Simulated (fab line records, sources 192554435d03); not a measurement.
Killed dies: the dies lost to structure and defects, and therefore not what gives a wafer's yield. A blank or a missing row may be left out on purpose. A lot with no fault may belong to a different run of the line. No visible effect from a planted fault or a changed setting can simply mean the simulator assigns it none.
fab line records    flow n5-finfet
[record] lots = 7  wafers = 21  last-day = 18
route steps=1938 shown BEOL_M6@1203
lots untouched by any fault: they come from a run of this same line in which no faults occurred
start-h: start of the lot's first displayed wafer, in hours after the record's first day    wait-h: hours elapsed since this lot's preceding step    " the same as in the row above    L1.1+2: a single row standing in for several wafers    - no value, or no start given    * or withheld: withheld    < > ~ a bound
route shown NAME@n: NAME is a module with steps in the file, n the number in the route of the first one    usual: the fault-free wafers' mean and standard deviation    same: alike in all rows    chamber/n: place in a boat    sites: the reading at each site    _std_site: the standard deviation of these    _edge_site: outer sites' mean less inner sites'    radius-mm: for every site, how far away it sits from the centre of the wafer    mask NAME#n: copy n    behind: the last tool/chamber to shape the wafer    hold: why the lot was held/for how many hours/how that ended    device: transistor that didn't switch, given as n, p or np    end of line: the route-end tests of the same wafers    a step with no rows: only its recipe    killed: the dies lost at the first sort to structure and to defects; this is not the yield of the wafer    map: shows each die of a wafer: x if killed, . if not, _ if none is there
set.NAME: the run value of the setting; set.NAME@STEP: its run value at that earlier step    model.NAME: the simulator's own value behind a step, which no gauge read
lots seen at some steps along the route; tables by step, rows by wafer
services: when a tool's chamber went out of use (start-h, in hours from the record's first day, below 0 if earlier), for how many hours, and the reason
[[steps]]
[step N5_BEOL_M6_SOFTBAKE_06]
[recipe] temp-c = 110  time-s = 60  resist = CAR-ArF
[step N5_BEOL_M6_EXPOSE_08]
[recipe] mask-id = M6  na = 1.35  source-shape = dipole  sigma-inner = 0.817  sigma-outer = 0.97  polarization = te  dose-mj = 68.25
[step N5_BEOL_M6_PEB_09]
[recipe] peb-temp-c = withheld  peb-time-s = 60  resist = CAR-ArF
[step N5_BEOL_M6_DEVELOP_10]
[recipe] develop-time-s = 30  developer = TMAH  resist = CAR-ArF  rinse-liquid = diw  dry = air-spin  dev-temp-c = 23
[step N5_BEOL_M6_CD_MEAS_11]
[recipe] target-cd-nm = 38.5  landing-energy-ev = 500  detector = se-inlens  polarity = opening
[usual] cd-nm = 38.4/0.43
lot.wafer  tool       chamber  start-h  wait-h  cd-nm
L424.2     cd-sem-01  0        227.57   -       38.3
L424.3     "          0        "        "       38.3
L424.5     "          0        "        "       39.2
L431.1     cd-sem-01  0        274.91   -       38.6
L431.2     "          0        "        "       37.9
L431.3     "          0        "        "       38.3
L432.1     cd-sem-03  0        277.89   -       38.2
L432.2     "          0        "        "       38.2
L432.3     "          0        "        "       38.8
L433.3     cd-sem-02  0        285.81   -       38.7
L433.4     "          0        "        "       38.1
L433.5     "          0        "        "       38.4
L434.2     cd-sem-01  0        297.50   -       37.8
L434.4     "          0        "        "       38.8
L434.6     "          0        "        "       38.8
L441.2     cd-sem-02  0        308.81   -       38.5
L441.4     "          0        "        "       39.0
L441.6     "          0        "        "       38.9
L442.1     cd-sem-03  0        343.28   -       38.6
L442.5     "          0        "        "       37.7
L442.6     "          0        "        "       37.9
[step N5_BEOL_M6_OVL_MEAS_12]
[recipe] points-per-wafer = 44
[usual] M6_OVL = 0.1/0.84
lot.wafer  tool        chamber  start-h  wait-h  M6_OVL[nm]
L424.2     overlay-02  0        227.59   0.0     0.0
L424.3     "           0        "        "       1.7
L424.5     "           0        "        "       1.7
L431.1     overlay-02  0        274.94   0.0     -0.5
L431.2     "           0        "        "       -0.7
L431.3     "           0        "        "       0.5
L432.1     overlay-02  0        277.92   0.0     0.0
L432.2     "           0        "        "       1.6
L432.3     "           0        "        "       0.3
L433.3     overlay-01  0        285.84   0.0     0.6
L433.4     "           0        "        "       1.3
L433.5     "           0        "        "       0.4
L434.2     overlay-02  0        297.53   0.0     0.8
L434.4     "           0        "        "       0.6
L434.6     "           0        "        "       0.3
L441.2     overlay-01  0        308.84   0.0     0.3
L441.4     "           0        "        "       2.2
L441.6     "           0        "        "       0.2
L442.1     overlay-02  0        343.31   0.0     1.0
L442.5     "           0        "        "       1.3
L442.6     "           0        "        "       0.6
[step N5_BEOL_M6_INSPECT_13]
[recipe] mode = adi  inspect-instrument = brightfield
[usual] raw-defect-count = 413/78
lot.wafer  tool               chamber  start-h  wait-h  raw-defect-count
L424.2     defect-inspect-01  -        227.62   0.0     484
L424.3     "                  -        "        "       430
L424.5     "                  -        "        "       548
L431.1     defect-inspect-01  -        274.96   0.0     403
L431.2     "                  -        "        "       555
L431.3     "                  -        "        "       330
L432.1     defect-inspect-01  -        277.94   0.0     482
L432.2     "                  -        "        "       380
L432.3     "                  -        "        "       465
L433.3     defect-inspect-02  -        285.87   0.0     423
L433.4     "                  -        "        "       322
L433.5     "                  -        "        "       410
L434.2     defect-inspect-01  -        297.56   0.0     559
L434.4     "                  -        "        "       376
L434.6     "                  -        "        "       490
L441.2     defect-inspect-02  -        308.87   0.0     481
L441.4     "                  -        "        "       531
L441.6     "                  -        "        "       413
L442.1     defect-inspect-01  -        343.34   0.0     346
L442.5     "                  -        "        "       414
L442.6     "                  -        "        "       336
[step N5_BEOL_M6_DESCUM_16]
[recipe] chemistry = O2  time-s = 7.9  source-power-w = 50  bias-power-w = 20  pressure-mtorr = 20  rf-frequency-hz = 2.712e+07  temp-c = 40  resist = CAR-ArF  o2-flow-sccm = 225
[usual] drypump-motor-current-A = 5.4/0.35  oes-product-au = 0.77/0.093  rf-fwd-power-W = 49.40/0.2  rf-vpp-V = 243.8/1.1  showerhead-plenum-p-Torr = 2.13/0.058  throttle-valve-pct = 20.47/0.19
lot.wafer  tool         chamber  start-h  wait-h  drypump-motor-current-A  oes-product-au  rf-fwd-power-W  rf-hours-counter-h  rf-vpp-V  showerhead-plenum-p-Torr  throttle-valve-pct
L424.2     rie-diel-06  1        227.68   0.1     5.6                      0.70            48.91           228                 244.2     2.17                      20.47
L424.3     "            0        "        "       5.1                      0.77            49.16           146                 246.1     2.18                      20.62
L424.5     "            2        "        "       4.9                      0.73            49.56           -                   244.7     2.16                      20.17
L431.1     rie-diel-02  1        275.10   0.1     5.7                      0.67            49.35           235                 244.6     2.16                      20.75
L431.2     "            3        "        "       5.9                      0.72            49.41           174                 243.0     2.08                      20.61
L431.3     "            0        "        "       5.2                      0.86            49.23           66                  245.9     2.22                      20.45
L432.1     rie-diel-01  2        278.13   0.2     4.8                      0.69            49.46           231                 242.4     2.05                      20.47
L432.2     "            1        "        "       6.1                      0.76            49.35           124                 243.5     2.09                      20.35
L432.3     "            0        "        "       5.6                      0.97            49.51           10                  244.8     2.14                      19.83
L433.3     rie-diel-02  0        285.90   0.0     5.2                      0.85            49.19           70                  243.6     2.21                      20.46
L433.4     "            3        "        "       5.9                      0.72            49.59           178                 244.3     2.08                      20.61
L433.5     "            2        "        "       5.4                      1.01            49.64           -                   243.7     2.17                      20.36
L434.2     rie-diel-06  2        297.78   0.2     4.9                      0.70            49.52           212                 244.2     2.15                      20.22
L434.4     "            1        "        "       5.6                      0.69            49.15           242                 244.3     2.17                      20.50
L434.6     "            3        "        "       5.6                      0.86            49.67           -                   241.7     2.03                      20.47
L441.2     rie-diel-06  2        308.90   0.0     4.9                      0.70            49.59           214                 245.0     2.15                      20.26
L441.4     "            0        "        "       5.2                      0.73            48.97           177                 245.4     2.17                      20.66
L441.6     "            1        "        "       5.6                      0.70            49.56           -                   244.5     2.17                      20.49
L442.1     rie-diel-06  2        343.42   0.1     5.0                      0.69            49.28           230                 244.3     2.15                      20.27
L442.5     "            0        "        "       5.2                      0.73            49.25           -                   244.0     2.16                      20.70
L442.6     "            3        "        "       5.6                      0.85            49.32           -                   242.4     2.02                      20.48
[step N5_BEOL_M6_ETCH_61]
[recipe] chemistry = CF4  target = SiARC  target-depth-a = 455  mask-material = CAR-ArF  time-s = 75.8  ion-energy-ev = 80  pressure-mtorr = 40  source-w = 545  bias-w = 36  Ar_flow_sccm = 100  cf4-flow-sccm = 100  ends = cleared
[usual] drypump-motor-current-A = 5.4/0.35  etch-rf-on-time-s = 75.1/1.9  mfc-ar-sccm = 100.04/0.28  oes-product-au = 0.66/0.082  rf-fwd-power-W = 539.6/2.3  rf-vpp-V = 184.5/1  showerhead-plenum-p-Torr = 2.18/0.052  throttle-valve-pct = 15.67/0.18
lot.wafer  tool         chamber  start-h  wait-h  drypump-motor-current-A  etch-rf-on-time-s  mfc-ar-sccm  oes-product-au  rf-fwd-power-W  rf-hours-counter-h  rf-vpp-V  showerhead-plenum-p-Torr  throttle-valve-pct
L424.2     rie-diel-06  1        227.72   0.0     5.6                      76.2               99.90        0.60            539.3           228                 185.0     2.21                      15.62
L424.3     "            0        "        "       5.2                      73.6               100.26       0.65            536.0           146                 183.8     2.23                      15.85
L424.5     "            2        "        "       5.0                      76.2               99.94        0.62            540.7           -                   185.9     2.22                      15.46
L431.1     rie-diel-02  1        275.13   0.0     5.7                      78.0               100.19       0.58            539.5           235                 185.1     2.21                      15.92
L431.2     "            3        "        "       5.9                      76.6               100.47       0.61            542.6           174                 183.7     2.13                      15.81
L431.3     "            0        "        "       5.2                      76.3               100.44       0.72            540.8           66                  186.0     2.26                      15.64
L432.1     rie-diel-01  2        278.17   0.0     4.8                      75.6               100.16       0.60            540.8           231                 183.3     2.12                      15.78
L432.2     "            1        "        "       6.1                      74.1               99.93        0.66            536.0           124                 184.8     2.15                      15.58
L432.3     "            0        "        "       5.6                      75.3               99.66        0.81            539.7           10                  184.6     2.20                      15.11
L433.3     rie-diel-02  0        285.94   0.0     5.2                      76.1               99.49        0.72            540.4           70                  185.0     2.26                      15.64
L433.4     "            3        "        "       5.8                      75.7               100.48       0.61            538.2           178                 183.2     2.13                      15.80
L433.5     "            2        "        "       5.4                      71.8               99.66        0.88            541.1           -                   185.7     2.20                      15.38
L434.2     rie-diel-06  2        297.82   0.0     4.9                      76.1               100.50       0.59            539.9           212                 186.2     2.21                      15.49
L434.4     "            1        "        "       5.6                      75.3               100.24       0.59            538.1           242                 184.0     2.20                      15.67
L434.6     "            3        "        "       5.7                      71.4               100.31       0.75            539.8           -                   182.8     2.09                      15.64
L441.2     rie-diel-06  2        308.94   0.0     4.9                      74.6               99.79        0.60            539.9           214                 184.6     2.21                      15.51
L441.4     "            0        "        "       5.2                      73.3               99.75        0.62            536.6           177                 185.5     2.22                      15.91
L441.6     "            1        "        "       5.6                      74.1               100.21       0.60            540.7           -                   184.7     2.20                      15.66
L442.1     rie-diel-06  2        343.46   0.0     4.9                      76.6               100.12       0.59            540.0           230                 183.7     2.20                      15.53
L442.5     "            0        "        "       5.2                      73.7               99.92        0.63            536.2           -                   185.6     2.22                      15.93
L442.6     "            3        "        "       5.6                      72.8               100.03       0.74            541.0           -                   184.4     2.08                      15.68
[step N5_BEOL_M6_ETCH_62]
[recipe] chemistry = N2/H2  target = SOC  target-depth-a = 1100  overetch-a = 220  mask-material = SiARC  temp-c = 40  time-s = 165  ion-energy-ev = 200  pressure-mtorr = 30  source-w = 840  bias-w = 150  n2-flow-sccm = 200  h2-flow-sccm = 200
[usual] drypump-motor-current-A = 5.5/0.35  h2-flow-sccm = 200.0/0.6  oes-product-au = 0.65/0.075  rf-fwd-power-W = 837.6/2.8  rf-vpp-V = 525.1/2  showerhead-plenum-p-Torr = 2.59/0.066  throttle-valve-pct = 17.89/0.23
lot.wafer  tool         chamber  start-h  wait-h  drypump-motor-current-A  h2-flow-sccm  oes-product-au  rf-fwd-power-W  rf-hours-counter-h  rf-vpp-V  showerhead-plenum-p-Torr  throttle-valve-pct
L424.2     rie-diel-06  1        227.77   0.0     5.6                      200.3         0.59            831.6           228                 526.9     2.60                      17.60
L424.3     "            0        "        "       5.2                      199.8         0.64            835.6           146                 526.1     2.65                      18.20
L424.5     "            2        "        "       4.9                      199.7         0.62            838.5           -                   527.3     2.62                      17.66
L431.1     rie-diel-02  1        275.19   0.0     5.6                      199.8         0.58            834.1           235                 525.4     2.62                      18.23
L431.2     "            3        "        "       5.8                      200.1         0.61            835.9           174                 524.5     2.53                      17.92
L431.3     "            0        "        "       5.2                      199.6         0.72            835.9           66                  527.9     2.69                      17.91
L432.1     rie-diel-01  2        278.22   0.0     4.8                      199.2         0.59            839.7           231                 521.6     2.52                      17.93
L432.2     "            1        "        "       6.2                      200.3         0.65            838.1           124                 524.3     2.55                      17.87
L432.3     "            0        "        "       5.6                      200.3         0.81            834.1           10                  524.4     2.61                      17.34
L433.3     rie-diel-02  0        285.99   0.0     5.2                      200.0         0.71            838.6           70                  525.7     2.69                      17.93
L433.4     "            3        "        "       5.9                      200.9         0.60            838.0           178                 523.1     2.52                      17.95
L433.5     "            2        "        "       5.4                      200.2         0.84            839.0           -                   525.7     2.60                      17.51
L434.2     rie-diel-06  2        297.87   0.0     5.0                      201.4         0.59            837.4           212                 525.9     2.61                      17.71
L434.4     "            1        "        "       5.6                      200.3         0.58            834.5           242                 527.0     2.59                      17.64
L434.6     "            3        "        "       5.6                      199.2         0.72            838.1           -                   523.5     2.46                      17.84
L441.2     rie-diel-06  2        308.99   0.0     5.0                      200.7         0.59            837.0           214                 526.4     2.61                      17.71
L441.4     "            0        "        "       5.2                      200.0         0.62            836.9           177                 528.4     2.64                      18.27
L441.6     "            1        "        "       5.6                      200.9         0.58            835.6           -                   526.2     2.59                      17.64
L442.1     rie-diel-06  2        343.51   0.0     4.9                      199.3         0.59            836.6           230                 524.6     2.60                      17.74
L442.5     "            0        "        "       5.2                      199.8         0.61            833.6           -                   527.7     2.63                      18.27
L442.6     "            3        "        "       5.6                      200.3         0.71            839.7           -                   521.6     2.46                      17.90
[step N5_BEOL_M6_STRIP_68]
[recipe] chemistry = N2/H2  temp-c = 40  n2-flow-sccm = 200  h2-flow-sccm = 200  rf-frequency-hz = 6e+07
[step N5_BEOL_M6_STRIP_67]
[recipe] chemistry = CF4  resist = SiARC  power-w = 300  bias-power-w = 75  pressure-mtorr = 50  cf4-flow-sccm = 150  rf-frequency-hz = 6e+07
[usual] drypump-motor-current-A = 5.4/0.35  oes-product-au = 0.77/0.089  rf-vpp-V = 271.7/1.3  showerhead-plenum-p-Torr = 1.83/0.047  throttle-valve-pct = 13.65/0.2
lot.wafer  tool         chamber  start-h  wait-h  drypump-motor-current-A  oes-product-au  rf-hours-counter-h  rf-vpp-V  showerhead-plenum-p-Torr  throttle-valve-pct
L424.2     rie-diel-06  1        227.92   0.0     5.6                      0.69            229                 271.9     1.86                      13.64
L424.3     "            0        "        "       5.2                      0.76            146                 272.5     1.87                      13.82
L424.5     "            2        "        "       4.9                      0.72            -                   274.0     1.84                      13.39
L431.1     rie-diel-02  1        275.33   0.0     5.7                      0.69            235                 272.3     1.85                      13.92
L431.2     "            3        "        "       5.9                      0.72            174                 270.9     1.78                      13.80
L431.3     "            0        "        "       5.2                      0.86            66                  273.4     1.90                      13.63
L432.1     rie-diel-01  2        278.37   0.0     4.8                      0.71            232                 270.8     1.77                      13.75
L432.2     "            1        "        "       6.1                      0.77            124                 270.9     1.80                      13.60
L432.3     "            0        "        "       5.6                      0.95            11                  272.2     1.83                      13.04
L433.3     rie-diel-02  0        286.14   0.0     5.2                      0.85            70                  272.7     1.90                      13.64
L433.4     "            3        "        "       5.8                      0.71            178                 269.3     1.78                      13.79
L433.5     "            2        "        "       5.4                      1.00            -                   272.3     1.85                      13.31
L434.2     rie-diel-06  2        298.02   0.0     4.9                      0.70            212                 270.6     1.83                      13.44
L434.4     "            1        "        "       5.6                      0.69            242                 273.9     1.85                      13.70
L434.6     "            3        "        "       5.6                      0.86            -                   269.2     1.75                      13.57
L441.2     rie-diel-06  2        309.14   0.0     4.9                      0.69            214                 271.9     1.83                      13.46
L441.4     "            0        "        "       5.2                      0.73            177                 272.7     1.86                      13.88
L441.6     "            1        "        "       5.6                      0.68            -                   272.5     1.85                      13.70
L442.1     rie-diel-06  2        343.66   0.0     4.9                      0.69            230                 273.5     1.83                      13.49
L442.5     "            0        "        "       5.2                      0.72            -                   272.9     1.85                      13.94
L442.6     "            3        "        "       5.6                      0.83            -                   269.0     1.74                      13.61
[step N5_BEOL_M6_HM_OPEN_17]
[recipe] chemistry = Cl2/BCl3  target-depth-a = 200  overetch-a = 60  target = TiN  mask-material = SOC  ion-energy-ev = 150  pressure-mtorr = 10  icp-w = 1000  bias-w = 126  Cl2_flow_sccm = 53.25  bcl3-flow-sccm = 21.75  Ar_flow_sccm = 25
[usual] bcl3-flow-sccm = 21.75/0.063  bias-w = 126.0/0.37  drypump-motor-current-A = 5.9/0.42  mfc-ar-sccm = 24.99/0.077  oes-product-au = 0.60/0.084  rf-fwd-power-W = 993.4/2.9  throttle-valve-pct = 22.24/0.26
lot.wafer  tool          chamber  start-h  wait-h  bcl3-flow-sccm  bias-w  drypump-motor-current-A  mfc-ar-sccm  oes-product-au  rf-fwd-power-W  rf-hours-counter-h  throttle-valve-pct  model.SOC_of_BEOL_M6_COAT_59.thk-nm
L424.2     rie-metal-02  0        227.96   0.0     21.83           126.0   5.5                      25.10        0.59            990.6           91                  22.39               92.6
L424.3     "             1        "        "       21.83           126.1   6.1                      25.05        0.51            999.8           -                   22.24               92.2
L424.5     "             0        "        "       21.79           125.6   5.5                      24.99        0.59            989.5           -                   22.40               92.2
L431.1     rie-metal-03  1        275.38   0.0     -               -       -                        -            -               -               -                   -                   99.6
L431.2     "             0        "        "       -               -       -                        -            -               -               -                   -                   100.2
L431.3     "             1        "        "       -               -       -                        -            -               -               -                   -                   100.2
L432.1     rie-metal-03  0        278.41   0.0     -               -       -                        -            -               -               -                   -                   100
L432.2     "             1        "        "       -               -       -                        -            -               -               -                   -                   99.8
L432.3     "             1        "        "       -               -       -                        -            -               -               -                   -                   99.8
L433.3     rie-metal-01  0        286.24   0.1     -               -       -                        -            -               -               -                   -                   100
L433.4     "             0        "        "       -               -       -                        -            -               -               -                   -                   100.2
L433.5     "             0        "        "       -               -       -                        -            -               -               -                   -                   99.8
L434.2     rie-metal-03  1        298.09   0.1     21.84           127.1   5.5                      24.90        0.61            993.6           -                   22.54               92
L434.4     "             1        "        "       21.78           126.1   5.5                      24.90        0.62            993.4           -                   22.55               92.4
L434.6     "             1        "        "       21.81           125.8   5.6                      24.99        0.61            995.6           -                   22.54               92
L441.2     rie-metal-01  0        309.18   0.0     21.79           126.1   5.9                      25.11        0.65            996.4           51                  21.89               91.6
L441.4     "             0        "        "       21.83           125.5   5.9                      25.01        0.64            992.3           -                   21.93               91.6
L441.6     "             1        "        "       21.66           126.1   6.5                      24.93        0.84            994.8           -                   21.64               91.2
L442.1     rie-metal-02  0        343.70   0.0     21.81           126.2   5.5                      25.00        0.57            992.4           101                 22.43               92
L442.5     "             0        "        "       21.72           125.7   5.5                      24.91        0.56            993.6           -                   22.44               92.2
L442.6     "             1        "        "       21.78           125.9   6.1                      25.05        0.85            994.6           -                   22.07               91.8
[step N5_BEOL_M6_STRIP_19]
[recipe] chemistry = O2  power-w = 400  temp-c = 40  pressure-mtorr = 30  rf-frequency-hz = 6e+07  bias-power-w = 0  overash-fraction = 0.2  o2-flow-sccm = 225
[usual] drypump-motor-current-A = 5.4/0.34  oes-product-au = 0.78/0.1  rf-vpp-V = 3.7/0.62  showerhead-plenum-p-Torr = 2.14/0.059  throttle-valve-pct = 16.68/0.24
lot.wafer  tool         chamber  start-h  wait-h  drypump-motor-current-A  oes-product-au  rf-hours-counter-h  rf-vpp-V  showerhead-plenum-p-Torr  throttle-valve-pct
L424.2     rie-diel-02  3        228.07   0.1     5.9                      0.74            156                 2.8       2.10                      16.85
L424.3     "            0        "        "       5.2                      0.87            49                  3.8       2.23                      16.66
L424.5     "            3        "        "       5.8                      0.74            -                   4.7       2.09                      16.83
L431.1     rie-diel-06  0        275.49   0.1     5.2                      0.74            166                 3.5       2.17                      16.91
L431.2     "            2        "        "       5.0                      0.71            206                 5.4       2.16                      16.52
L431.3     "            3        "        "       5.7                      0.87            56                  2.6       2.04                      16.68
L432.1     rie-diel-01  1        278.64   0.2     6.1                      0.77            125                 2.9       2.10                      16.63
L432.2     "            2        "        "       4.8                      0.70            232                 3.8       2.05                      16.75
L432.3     "            0        "        "       5.6                      0.97            11                  3.0       2.14                      16.09
L433.3     rie-diel-01  3        286.39   0.1     5.2                      0.97            1                   3.0       2.06                      16.22
L433.4     "            0        "        "       5.6                      0.96            13                  4.2       2.14                      16.07
L433.5     "            3        "        "       5.2                      0.98            -                   3.6       2.06                      16.20
L434.2     rie-diel-01  0        298.32   0.2     5.6                      0.95            17                  4.0       2.14                      16.12
L434.4     "            1        "        "       6.1                      0.76            131                 3.3       2.09                      16.63
L434.6     "            1        "        "       6.1                      0.76            -                   4.0       2.09                      16.63
L441.2     rie-diel-02  3        309.29   0.1     5.8                      0.73            185                 3.2       2.09                      16.90
L441.4     "            2        "        "       5.4                      0.98            10                  2.7       2.17                      16.51
L441.6     "            1        "        "       5.7                      0.67            -                   3.2       2.16                      16.99
L442.1     rie-diel-06  0        343.81   0.1     5.1                      0.72            192                 3.1       2.16                      16.94
L442.5     "            0        "        "       5.2                      0.72            -                   4.2       2.16                      16.96
L442.6     "            3        "        "       5.7                      0.83            -                   2.2       2.03                      16.72
[step N5_BEOL_M6_CD_MEAS_18]
[recipe] pitch-nm = 80  target-cd-nm = 40
[usual] cd-nm = 40.0/0.55
lot.wafer  tool       chamber  start-h  wait-h  cd-nm
L424.2     cd-sem-01  -        228.14   0.1     39.9
L424.3     "          -        "        "       40.1
L424.5     "          -        "        "       40.8
L431.1     cd-sem-01  -        275.56   0.0     -
L431.2     "          -        "        "       -
L431.3     "          -        "        "       -
L432.1     cd-sem-01  -        278.71   0.0     -
L432.2     "          -        "        "       -
L432.3     "          -        "        "       -
L433.3     cd-sem-03  -        286.46   0.1     -
L433.4     "          -        "        "       -
L433.5     "          -        "        "       -
L434.2     cd-sem-02  -        298.39   0.1     38.9
L434.4     "          -        "        "       39.6
L434.6     "          -        "        "       40.5
L441.2     cd-sem-01  -        309.36   0.1     40.4
L441.4     "          -        "        "       40.0
L441.6     "          -        "        "       40.6
L442.1     cd-sem-02  -        343.88   0.0     40.4
L442.5     "          -        "        "       40.2
L442.6     "          -        "        "       39.3
[step N5_BEOL_M6_COAT_63]
[recipe] resist = SOC  temp-c = 250  time-s = 60  spin-rpm = 1500  resist-thk-nm = 60
[[services]]
tool          chamber  start-h  hours  kind
rie-metal-01  -        212.16   2.8    pm
rie-diel-06   1        236.41   28.9   repair
rie-metal-03  -        238.17   1.4    pm
rie-diel-01   -        239.89   2.8    pm
rie-metal-02  -        263.24   2.8    pm
rie-diel-02   2        264.71   -      clean
rie-diel-02   2        264.71   -      consumable-replace:focus-ring
rie-diel-02   2        264.71   13.3   scheduled-down
rie-diel-02   2        264.71   13.3   vent-cycle
rie-metal-01  1        275.41   2.2    repair
rie-diel-06   -        275.56   1.1    repair
rie-metal-02  1        284.84   10.5   repair
rie-diel-06   2        292.86   4.8    repair
rie-metal-01  -        309.72   14.6   pm
rie-diel-02   1        313.80   7.5    repair
rie-diel-06   1        320.30   -      clean
rie-diel-06   1        320.30   -      consumable-replace:focus-ring
rie-diel-06   1        320.30   18.7   scheduled-down
rie-diel-06   1        320.30   18.7   vent-cycle
rie-diel-02   0        323.72   4.4    repair
rie-diel-01   2        327.50   8.7    repair
rie-diel-02   1        328.18   -      clean
rie-diel-02   1        328.18   -      consumable-replace:focus-ring
rie-diel-02   0        340.03   5.2    repair
[[key]]
[first-sign] step = N5_BEOL_M6_HM_OPEN_17  reading = tool-record  direction = missing
[effect] step = N5_BEOL_M6_CD_MEAS_18  reading = cd-nm  direction = missing
[model-effect] step = N5_BEOL_M6_HM_OPEN_17  value = SOC_of_BEOL_M6_COAT_59.thk-nm  without = 91.93  struck = 99.96
met-at N5_BEOL_M6_HM_OPEN_17
struck-wafers L431.1,L431.2,L431.3,L432.1,L432.2,L432.3,L433.3,L433.4,L433.5
later-rows-left-out L431.1,L431.2,L431.3,L432.1,L432.2,L432.3,L433.3,L433.4,L433.5
sort-left-out L431.1,L431.2,L431.3,L432.1,L432.2,L432.3,L433.3,L433.4,L433.5
[fault] kind = skipped-step-whole  tool = rie-metal-01,rie-metal-03  chamber = -  onset-h = 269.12  steps = N5_BEOL_M6_HM_OPEN_17  scope = struck-lots-only
// sort-left-out: the simulated sort isn't trusted on such a fault, so these wafers' sort isn't shown, and their yield isn't known
// later-rows-left-out: the simulator's readings of these wafers behind a module that went badly wrong aren't trusted and aren't shown, but for the sort
